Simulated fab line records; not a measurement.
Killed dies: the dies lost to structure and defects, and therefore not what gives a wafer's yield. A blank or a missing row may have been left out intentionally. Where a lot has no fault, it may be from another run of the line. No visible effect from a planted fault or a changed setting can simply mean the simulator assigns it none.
A struck lot beside a sound one :: flow n5 finfet :: 44 out of 1938 route steps
Sound: the wafers L822.2, L822.3, L822.6. Struck: wafer L831.3; the same lot's L831.1 was not struck, so it is left out; see the end for the cause.
At each step with rows: each side's tool, then ch and its chambers, then its first start. Under that, the readings that differ: sound wafers :: struck wafers :: difference of the means :: sigmas: that difference in standard deviations of wafers without a fault.
alike: words and numbers the same on both sides, and readings whose means are apart by under 2 such deviations; not compared: readings that were withheld, readings missing a value for some wafer, numbers with overlapping values and no deviation given by the record, and bounds like >300 which may hide the same value.
Wherever a step has rows on one side only, a row that says differs or no value, or a row with sigmas, the two part there. When numbers do not overlap yet have no deviation, they are printed without sigmas and do not part them. A reading missing from all wafers of one side parts the sides only when that side holds two or more wafers.

first, 1 step without rows for these wafers: N5_BEOL_M5_ANNEAL_89 (time 1800 s).
N5_BEOL_M5_SPUTTER_90: material Cu, target thk 4.5 nm, time 8.29 s.
  sound on pvd sputter-02, day 8 16:59; struck on pvd sputter-02, day 11 02:45
  alike: chamber pressure pa, chuck gas flow sccm, susceptor temp C, throttle valve pct
then, 2 steps without rows for these wafers: N5_BEOL_M5_ECD_50 (material Cu, target thk 300 nm); N5_BEOL_M5_ANNEAL_51 (time 90 s).
N5_BEOL_M5_CMP_52: polishes, stops on SiCOH lowk, t overpolish 6.9 s, target thk 62 nm.
  sound on cmp-01 ch 0,2,3, day 8 17:35; struck on cmp-04 ch 2, day 11 03:15
  alike: barrier field endpoint s, motor current A, overpolish run s, time to endpoint s
  not compared: pad life wafers
N5_BEOL_M5_THK_MEAS_53: measures by xrf.
  sound on film metro-02, day 8 17:50; struck on film metro-02, day 11 03:33
  alike: M5_THK
N5_BEOL_M5_PRE_CLEAN_77: time 15 s.
  sound on cvd co-01 ch 0,1, day 8 17:52; struck on cvd co-01 ch 0, day 11 03:35
  alike: heater power w
  not compared: susceptor temp C
then, 3 steps without rows for these wafers: N5_BEOL_M5_CO_CAP_78 (material Co, precursor CCTBA/H2, target thk 2 nm, time 102.1 s); N5_BEOL_M5_PRE_CLEAN_55 (time 15 s); N5_BEOL_M5_DEP_56 (deposits SiCN from 3MS/NH3, target thk 8 nm, time 14 s).
N5_BEOL_M5_RS_MEAS_57: measurement is done with a four-point probe.
  sound on film metro-02, day 8 18:06; struck on film metro-01, day 11 03:50
  alike: M5_RS
N5_BEOL_M5_INSPECT_58: inspects for defects (darkfield).
  sound on defect inspect-02, day 8 18:07; struck on defect inspect-02, day 11 03:52
  alike: raw defect count
N5_BEOL_M6_ILD_DEP_00: deposits SiCOH lowk from DEMS/porogen, target thk 179.75 nm, time 33.4 s.
  sound on pecvd-03 ch 0,1,2, day 8 18:10; struck on pecvd-03 ch 0, day 11 03:54
reading: model.SiCOH_lowk_of_BEOL_M6_ILD_DEP_00.thk nm (nm)
sound: 177.2 178.2 180.8
struck: 200.2
difference: +21.5
sigmas: 
  alike: heater power w, showerhead plenum p Torr, susceptor temp C, throttle valve pct
N5_BEOL_M6_CURE_74: cures SiCOH lowk, time 240 s.
  sound on uv cure-03 ch 2, day 8 18:18; struck on uv cure-01 ch 0, day 11 03:58
  alike: lamp power pct, wafer_temp_C_max
N5_BEOL_M6_THK_MEAS_01:
  sound on film metro-01, day 8 18:45; struck on film metro-01, day 11 04:29
reading: M6_ILD_THK (nm)
sound: 152.7 153.7 156.1
struck: 172.9
difference: +18.7
sigmas: +9
then, 10 steps without rows for these wafers: N5_BEOL_M6_PECVD_70 (deposits SiO2 from TEOS/O2, target thk 20 nm, time 22.7 s); N5_BEOL_M6_HM_DEP_02 (deposits TiN, target thk 20 nm); N5_BEOL_M6_COAT_59 (time 60 s, resist thk 100 nm); N5_BEOL_M6_COAT_60 (time 60 s, resist thk 35 nm); N5_BEOL_M6_COAT_05 (resist thk 90 nm); N5_BEOL_M6_EBR_07; N5_BEOL_M6_SOFTBAKE_06 (time 60 s); N5_BEOL_M6_EXPOSE_08 (exposes mask M6); N5_BEOL_M6_PEB_09 (peb time 60 s); N5_BEOL_M6_DEVELOP_10 (develop time 30 s).
N5_BEOL_M6_CD_MEAS_11: the cd target is 38.5 nm.
  sound on cd sem-03 ch 0, day 8 19:27; struck on cd sem-02 ch 0, day 11 06:39
  alike: cd nm
N5_BEOL_M6_OVL_MEAS_12:
  sound on overlay-02 ch 0, day 8 19:29; struck on overlay-01 ch 0, day 11 06:41
  alike: M6_OVL
N5_BEOL_M6_INSPECT_13: inspects for defects (brightfield).
  sound on defect inspect-02, day 8 19:31; struck on defect inspect-02, day 11 06:42
  alike: raw defect count
then, 2 steps without rows for these wafers: N5_BEOL_M6_DESCUM_16 (chemistry O2, time 7.9 s); N5_BEOL_M6_ETCH_61 (etches SiARC in CF4, target depth 45.5 nm, time 75.8 s).
N5_BEOL_M6_ETCH_62: etches SOC in N2/H2, target depth 110 nm, overetch 22 nm, time 165 s.
  sound on rie diel-03 ch 0,1,3, day 8 19:38; struck on rie diel-05 ch 2, day 11 06:50
  alike: drypump motor current A, oes product au, rf vpp V, showerhead plenum p Torr, throttle valve pct
  not compared: rf hours counter h
then, 4 steps without rows for these wafers: N5_BEOL_M6_STRIP_68 (strips in N2/H2); N5_BEOL_M6_STRIP_67 (strips in CF4); N5_BEOL_M6_HM_OPEN_17 (chemistry Cl2/BCl3, target TiN, target depth 20 nm, overetch 6 nm); N5_BEOL_M6_STRIP_19 (strips in O2).
N5_BEOL_M6_CD_MEAS_18: pitch 80 nm, target cd 40 nm.
  sound on cd sem-01, day 8 20:01; struck on cd sem-02, day 11 07:12
  alike: cd nm
then, 6 steps without rows for these wafers: N5_BEOL_M6_COAT_63 (time 60 s, resist thk 60 nm); N5_BEOL_M6_COAT_64 (time 60 s, resist thk 12 nm); N5_BEOL_M6_COAT_71 (time 60 s, resist thk 5 nm); N5_BEOL_M6_COAT_22 (resist thk 30 nm); N5_BEOL_M6_EBR_24; N5_BEOL_M6_SOFTBAKE_23 (time 60 s).
N5_BEOL_M6_CMP_52: polishes, stops on SiCOH lowk, t overpolish 6.9 s, target thk 80 nm.
  sound on cmp-03 ch 2,3, day 8 23:31; struck on cmp-01 ch 2, day 11 11:01
reading: motor current A (A)
sound: 5.3 6.3 6.2
struck: 7.6
difference: +1.7
sigmas: +3

reading: model.SiCOH_lowk_of_BEOL_M6_ILD_DEP_00.thk nm (nm)
sound: 149.8 150.8 153
struck: 169.8
difference: +18.6
sigmas: 
  not compared: pad life wafers
-- a jump in the record: the struck wafers' starts before and after are 3 days apart (it breaks off in module BEOL_M6 and resumes in module PASSIVATION, where the first step shown is number 1936 of the route) --
N5_PASSIVATION_PROBE_49:
  only the struck wafers here have rows in the record (prober-01, day 14 21:52); the sound ones have none

## WHERE THEY PART
At N5_BEOL_M6_THK_MEAS_01 first; at N5_PASSIVATION_PROBE_49 last (within this record only).

WHY: whatever the simulator had introduced
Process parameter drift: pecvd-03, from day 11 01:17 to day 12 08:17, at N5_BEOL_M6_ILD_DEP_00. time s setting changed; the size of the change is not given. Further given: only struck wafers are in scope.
